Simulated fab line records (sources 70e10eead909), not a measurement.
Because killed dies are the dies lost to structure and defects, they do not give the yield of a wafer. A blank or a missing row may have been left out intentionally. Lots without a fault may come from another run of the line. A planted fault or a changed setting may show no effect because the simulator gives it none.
What tool caused it? -- flow nand_harc -- 24 lots, 72 wafers sampled, at 6 steps of a route of 1302

== WHAT THE GAUGES READ, wafer by wafer ==
The record holds no reading of a measuring or inspecting step that can be judged against a usual standard deviation.

== EACH LOT AND THE TOOL THAT RAN IT (in order: tool; ch and the chambers of the sampled wafers; start) ==
lot,NHARC_P_M0_PVD_20,NHARC_P_M1_ETCH_15,NHARC_P_M1_DEGAS_29,NHARC_P_M1_PRE_CLEAN_30,NHARC_P_M2_STRIP_18,NHARC_P_M2_PVD_21
L074,"pvd_sputter-02, day 6 11:07 or earlier","rie_diel-09 ch 1,2,3, day 6 11:07 or earlier","pvd_sputter-02, day 6 11:07","pvd_sputter-02, day 6 14:37 or earlier","rie_diel-10 ch 1,2,3, day 6 14:37","pvd_sputter-03, no start"
L075,"pvd_sputter-01, day 6 14:15 or earlier","rie_diel-03 ch 0,2, day 6 14:15 or earlier","pvd_sputter-02, day 6 14:15","pvd_sputter-02, day 6 17:49 or earlier","rie_diel-04 ch 0,1,2, day 6 17:49","pvd_sputter-03, no start"
L076,"pvd_sputter-01, day 7 01:59 or earlier","rie_diel-03 ch 1,3, day 7 01:59 or earlier","pvd_sputter-01, day 7 01:59","pvd_sputter-01, day 7 05:25 or earlier","rie_diel-08 ch 0,2, day 7 05:25","pvd_sputter-01, no start"
L077,"pvd_sputter-01, day 7 13:20 or earlier","rie_diel-09 ch 0,1,3, day 7 13:20 or earlier","pvd_sputter-02, day 7 13:20","pvd_sputter-02, day 7 16:52 or earlier","rie_diel-08 ch 1,3, day 7 16:52","pvd_sputter-02, no start"
L078,"pvd_sputter-03, day 8 01:14 or earlier","rie_diel-03 ch 0,1,2, day 8 01:14 or earlier","pvd_sputter-01, day 8 01:14","pvd_sputter-01, day 8 04:48 or earlier","rie_diel-04 ch 2,3, day 8 04:48","pvd_sputter-01, no start"
L079,"pvd_sputter-02, day 8 06:32 or earlier","rie_diel-09 ch 0,1,3, day 8 06:32 or earlier","pvd_sputter-02, day 8 06:32","pvd_sputter-02, day 8 09:58 or earlier","rie_diel-10 ch 0,2, day 8 09:58","pvd_sputter-02, no start"
L080,"pvd_sputter-01, day 8 23:53 or earlier","rie_diel-03 ch 1,2, day 8 23:53 or earlier","pvd_sputter-03, day 8 23:53","pvd_sputter-03, day 9 03:26 or earlier","rie_diel-10 ch 0,2, day 9 03:26","pvd_sputter-02, no start"
L081,"pvd_sputter-01, day 9 09:38 or earlier","rie_diel-03 ch 0,1, day 9 09:38 or earlier","pvd_sputter-02, day 9 09:38","pvd_sputter-02, day 9 13:08 or earlier","rie_diel-10 ch 0,3, day 9 13:08","pvd_sputter-02, no start"
L082,"pvd_sputter-01, day 9 14:18 or earlier","rie_diel-03 ch 0,2,3, day 9 14:18 or earlier","pvd_sputter-03, day 9 14:18","pvd_sputter-03, day 9 18:50 or earlier","rie_diel-04 ch 1,2, day 9 18:50","pvd_sputter-03, no start"
L083,"pvd_sputter-03, day 10 09:08 or earlier","rie_diel-07 ch 1,2, day 10 09:08 or earlier","pvd_sputter-03, day 10 09:08","pvd_sputter-03, day 10 12:36 or earlier","rie_diel-10 ch 0,2,3, day 10 12:36","pvd_sputter-02, no start"
L084,"pvd_sputter-02, day 10 13:27 or earlier","rie_diel-03 ch 0,1,2, day 10 13:27 or earlier","pvd_sputter-03, day 10 13:27","pvd_sputter-03, day 10 16:50 or earlier","rie_diel-04 ch 0,2,3, day 10 16:50","pvd_sputter-03, no start"
L085,"pvd_sputter-03, day 10 17:05 or earlier","rie_diel-09 ch 1,3, day 10 17:05 or earlier","pvd_sputter-02, day 10 17:05","pvd_sputter-02, day 10 20:38 or earlier","rie_diel-08 ch 0,2, day 10 20:38","pvd_sputter-02, no start"
L086,"pvd_sputter-02, day 11 04:24 or earlier","rie_diel-03 ch 1,2, day 11 04:24 or earlier","pvd_sputter-01, day 11 04:24","pvd_sputter-01, day 11 07:58 or earlier","rie_diel-04 ch 0,1,2, day 11 07:58","pvd_sputter-01, no start"
L087,"pvd_sputter-03, day 11 15:55 or earlier","rie_diel-07 ch 2,3, day 11 15:55 or earlier","pvd_sputter-03, day 11 15:55","pvd_sputter-03, day 11 19:25 or earlier","rie_diel-08 ch 1,3, day 11 19:25","pvd_sputter-01, no start"
L089,"pvd_sputter-01, day 12 10:37 or earlier","rie_diel-03 ch 1,2,3, day 12 10:37 or earlier","pvd_sputter-03, day 12 10:37","pvd_sputter-03, day 12 14:07 or earlier","rie_diel-08 ch 0,2,3, day 12 14:07","pvd_sputter-02, no start"
L088,"pvd_sputter-02, day 12 12:58 or earlier","rie_diel-03 ch 0,3, day 12 12:58 or earlier","pvd_sputter-01, day 12 12:58","pvd_sputter-01, day 12 16:35 or earlier","rie_diel-04 ch 0,1,3, day 12 16:35","pvd_sputter-01, no start"
L090,"pvd_sputter-03, day 13 06:25 or earlier","rie_diel-07 ch 0,2,3, day 13 06:25 or earlier","pvd_sputter-03, day 13 06:25","pvd_sputter-03, day 13 09:55 or earlier","rie_diel-04 ch 0,1,3, day 13 09:55","pvd_sputter-03, no start"
L091,"pvd_sputter-02, day 13 08:41 or earlier","rie_diel-03 ch 0,2,3, day 13 08:41 or earlier","pvd_sputter-01, day 13 08:41","pvd_sputter-01, day 13 12:17 or earlier","rie_diel-08 ch 0,1, day 13 12:17","pvd_sputter-03, no start"
L092,"pvd_sputter-01, day 13 18:43 or earlier","rie_diel-07 ch 1,2, day 13 18:43 or earlier","pvd_sputter-02, day 13 18:43","pvd_sputter-02, day 13 22:19 or earlier","rie_diel-04 ch 0,3, day 13 22:19","pvd_sputter-02, no start"
L093,"pvd_sputter-01, day 14 04:14 or earlier","rie_diel-03 ch 0,1,2, day 14 04:14 or earlier","pvd_sputter-03, day 14 04:14","pvd_sputter-03, day 14 07:37 or earlier","rie_diel-10 ch 2,3, day 14 07:37","pvd_sputter-03, no start"
L094,"pvd_sputter-01, day 14 19:40 or earlier","rie_diel-09 ch 1,3, day 14 19:40 or earlier","pvd_sputter-03, day 14 19:40","pvd_sputter-03, day 14 23:04 or earlier","rie_diel-04 ch 0,2, day 14 23:04","pvd_sputter-02, no start"
L095,"pvd_sputter-02, day 14 23:23 or earlier","rie_diel-09 ch 0,1, day 14 23:23 or earlier","pvd_sputter-01, day 14 23:23","pvd_sputter-01, day 15 02:53 or earlier","rie_diel-08 ch 0,1, day 15 02:53","pvd_sputter-02, no start"
L096,"pvd_sputter-01, day 15 12:47 or earlier","rie_diel-09 ch 0,1, day 15 12:47 or earlier","pvd_sputter-01, day 15 12:47","pvd_sputter-01, day 15 16:15 or earlier","rie_diel-08 ch 0,2,3, day 15 16:15","pvd_sputter-01, no start"
L097,"pvd_sputter-02, day 15 22:31 or earlier","rie_diel-03 ch 0,2,3, day 15 22:31 or earlier","pvd_sputter-02, day 15 22:31","pvd_sputter-02, day 16 02:23 or earlier","rie_diel-10 ch 1,2,3, day 16 02:23","pvd_sputter-02, no start"
- NHARC_P_M0_PVD_20: deposits TaN, target thk 5 nm, time 8.06 s.
- NHARC_P_M1_ETCH_15: etches the open film in C4F8/Ar, target depth 182.5 nm, time 91.2 s.
- NHARC_P_M1_DEGAS_29: time 60 s.
- NHARC_P_M1_PRE_CLEAN_30: time 30 s.
- NHARC_P_M2_STRIP_18: strips in N2/H2.
- NHARC_P_M2_PVD_21: deposits Cu, target thk 30 nm, time 20.49 s.

== AS READ BY THE TOOLS THEMSELVES (means over the sampled wafers that have a number; for cases with no such wafer, the mark the record gives instead) ==
NHARC_P_M0_PVD_20.
lot,tool,chamber_pressure_pa (Pa),throttle_valve_pct (%)
L074,pvd_sputter-02,0.11981,30.6
L075,pvd_sputter-01,0.12025,31.0
L076,pvd_sputter-01,0.11954,31.2
L077,pvd_sputter-01,0.11990,30.7
L078,pvd_sputter-03,0.11991,29.4
L079,pvd_sputter-02,0.11990,31.1
L080,pvd_sputter-01,0.12021,31.2
L081,pvd_sputter-01,0.11999,31.1
L082,pvd_sputter-01,0.12004,30.6
L083,pvd_sputter-03,0.12006,29.4
L084,pvd_sputter-02,0.11985,31.5
L085,pvd_sputter-03,0.11999,30.0
L086,pvd_sputter-02,0.12005,30.6
L087,pvd_sputter-03,0.12016,29.6
L089,pvd_sputter-01,0.11966,30.8
L088,pvd_sputter-02,0.11998,30.9
L090,pvd_sputter-03,0.12019,29.7
L091,pvd_sputter-02,0.12007,31.3
L092,pvd_sputter-01,0.11997,30.7
L093,pvd_sputter-01,0.11988,30.7
L094,pvd_sputter-01,0.12009,30.5
L095,pvd_sputter-02,0.11974,30.7
L096,pvd_sputter-01,0.12008,30.7
L097,pvd_sputter-02,0.11992,30.8

NHARC_P_M1_ETCH_15.
lot,tool,oes_product_au (a.u.),rf_vpp_V (V)
L074,rie_diel-09,0.954,441.4
L075,rie_diel-03,0.968,437.3
L076,rie_diel-03,0.926,441.1
L077,rie_diel-09,0.965,440.0
L078,rie_diel-03,0.948,438.7
L079,rie_diel-09,0.968,440.3
L080,rie_diel-03,0.973,438.7
L081,rie_diel-03,0.967,439.4
L082,rie_diel-03,0.965,438.6
L083,rie_diel-07,0.972,442.2
L084,rie_diel-03,0.963,439.2
L085,rie_diel-09,0.912,441.6
L086,rie_diel-03,0.972,438.4
L087,rie_diel-07,0.969,440.9
L089,rie_diel-03,0.923,439.6
L088,rie_diel-03,0.919,439.3
L090,rie_diel-07,0.915,441.4
L091,rie_diel-03,0.955,438.5
L092,rie_diel-07,0.975,440.8
L093,rie_diel-03,0.922,438.8
L094,rie_diel-09,0.964,441.0
L095,rie_diel-09,0.963,439.3
L096,rie_diel-09,0.956,441.8
L097,rie_diel-03,0.953,438.6

NHARC_P_M1_DEGAS_29.
lot,tool,heater_power_w (W)
L074,pvd_sputter-02,314
L075,pvd_sputter-02,294
L076,pvd_sputter-01,327
L077,pvd_sputter-02,334
L078,pvd_sputter-01,359
L079,pvd_sputter-02,323
L080,pvd_sputter-03,342
L081,pvd_sputter-02,342
L082,pvd_sputter-03,347
L083,pvd_sputter-03,327
L084,pvd_sputter-03,330
L085,pvd_sputter-02,298
L086,pvd_sputter-01,328
L087,pvd_sputter-03,349
L089,pvd_sputter-03,348
L088,pvd_sputter-01,328
L090,pvd_sputter-03,339
L091,pvd_sputter-01,314
L092,pvd_sputter-02,322
L093,pvd_sputter-03,335
L094,pvd_sputter-03,342
L095,pvd_sputter-01,318
L096,pvd_sputter-01,334
L097,pvd_sputter-02,312

NHARC_P_M1_PRE_CLEAN_30.
lot,tool,heater_power_w (W)
L074,pvd_sputter-02,463
L075,pvd_sputter-02,397
L076,pvd_sputter-01,434
L077,pvd_sputter-02,379
L078,pvd_sputter-01,399
L079,pvd_sputter-02,463
L080,pvd_sputter-03,431
L081,pvd_sputter-02,390
L082,pvd_sputter-03,409
L083,pvd_sputter-03,428
L084,pvd_sputter-03,417
L085,pvd_sputter-02,418
L086,pvd_sputter-01,441
L087,pvd_sputter-03,433
L089,pvd_sputter-03,432
L088,pvd_sputter-01,436
L090,pvd_sputter-03,429
L091,pvd_sputter-01,433
L092,pvd_sputter-02,462
L093,pvd_sputter-03,449
L094,pvd_sputter-03,405
L095,pvd_sputter-01,386
L096,pvd_sputter-01,425
L097,pvd_sputter-02,403

NHARC_P_M2_STRIP_18.
lot,tool,drypump_motor_current_A (A),oes_product_au (a.u.),rf_vpp_V (V),showerhead_plenum_p_Torr (Torr),throttle_valve_pct (%)
L074,rie_diel-10,5.8,0.993,89.9,2.01,14.166
L075,rie_diel-04,5.5,0.991,90.2,2.03,14.179
L076,rie_diel-08,6.0,0.987,90.8,1.96,14.166
L077,rie_diel-08,5.6,0.989,89.9,2.00,14.176
L078,rie_diel-04,5.5,0.988,90.9,2.04,14.170
L079,rie_diel-10,5.4,0.987,90.1,2.04,14.175
L080,rie_diel-10,5.4,0.992,91.5,2.04,14.163
L081,rie_diel-10,6.0,1.012,91.0,2.08,14.179
L082,rie_diel-04,5.2,0.998,90.3,1.99,14.167
L083,rie_diel-10,5.8,0.999,90.6,2.06,14.167
L084,rie_diel-04,5.4,1.012,90.3,2.01,14.174
L085,rie_diel-08,6.1,0.976,89.7,1.94,14.173
L086,rie_diel-04,5.5,0.994,89.2,2.03,14.174
L087,rie_diel-08,5.6,0.990,89.7,1.99,14.177
L089,rie_diel-08,5.9,0.986,90.7,1.96,14.176
L088,rie_diel-04,5.9,0.990,90.8,2.09,14.173
L090,rie_diel-04,5.9,0.994,92.1,2.09,14.170
L091,rie_diel-08,5.9,0.994,90.8,1.98,14.169
L092,rie_diel-04,5.8,0.998,90.4,2.05,14.172
L093,rie_diel-10,5.6,1.006,90.5,2.04,14.163
L094,rie_diel-04,5.4,1.004,90.4,1.99,14.178
L095,rie_diel-08,6.0,0.990,90.2,1.98,14.177
L096,rie_diel-08,5.9,0.995,90.7,1.96,14.167
L097,rie_diel-10,5.7,1.004,90.4,2.01,14.173

NHARC_P_M2_PVD_21.
lot,tool,chamber_pressure_pa (Pa),throttle_valve_pct (%)
L074,pvd_sputter-03,4.996,30.7
L075,pvd_sputter-03,4.998,30.0
L076,pvd_sputter-01,5.009,31.3
L077,pvd_sputter-02,5.010,31.5
L078,pvd_sputter-01,5.007,31.3
L079,pvd_sputter-02,5.005,31.5
L080,pvd_sputter-02,4.992,31.1
L081,pvd_sputter-02,5.003,31.0
L082,pvd_sputter-03,5.000,30.3
L083,pvd_sputter-02,5.008,30.8
L084,pvd_sputter-03,4.996,29.8
L085,pvd_sputter-02,4.997,31.4
L086,pvd_sputter-01,4.991,30.7
L087,pvd_sputter-01,5.000,30.6
L089,pvd_sputter-02,5.002,30.5
L088,pvd_sputter-01,4.995,30.6
L090,pvd_sputter-03,4.995,29.4
L091,pvd_sputter-03,5.004,30.0
L092,pvd_sputter-02,4.995,31.2
L093,pvd_sputter-03,5.006,29.9
L094,pvd_sputter-02,5.002,30.5
L095,pvd_sputter-02,5.002,30.7
L096,pvd_sputter-01,5.005,30.5
L097,pvd_sputter-02,5.001,31.1

== THE ANSWER, worked out from the rows above alone ==
Rule: usual is defined by the lots themselves. The widest of any qualifying gaps counts: lots, ordered by their means at a reading, are off when they make up no more than a third of the lots, leave a main group of 4 or more, and stand apart from it by 3 or more times the standard deviation of that group's means. Not used: any main group whose means are identical at the precision the tables above print for the reading. Also off: a lot with no number at a reading for which 4 or more lots have one. Where the step has rows for the other lots, those lots are counted as sound. Order of review: gauges by route order, followed by the tools' own readings, for which a lot's mean as printed above is used. At the first step where some lot is off, the reading lying furthest off is the one used; lots without a number count as furthest.
Across all readings shown, no lot is off: no conclusion can be drawn from this.

== WHAT HAD BEEN PUT IN BY THE SIMULATOR ==
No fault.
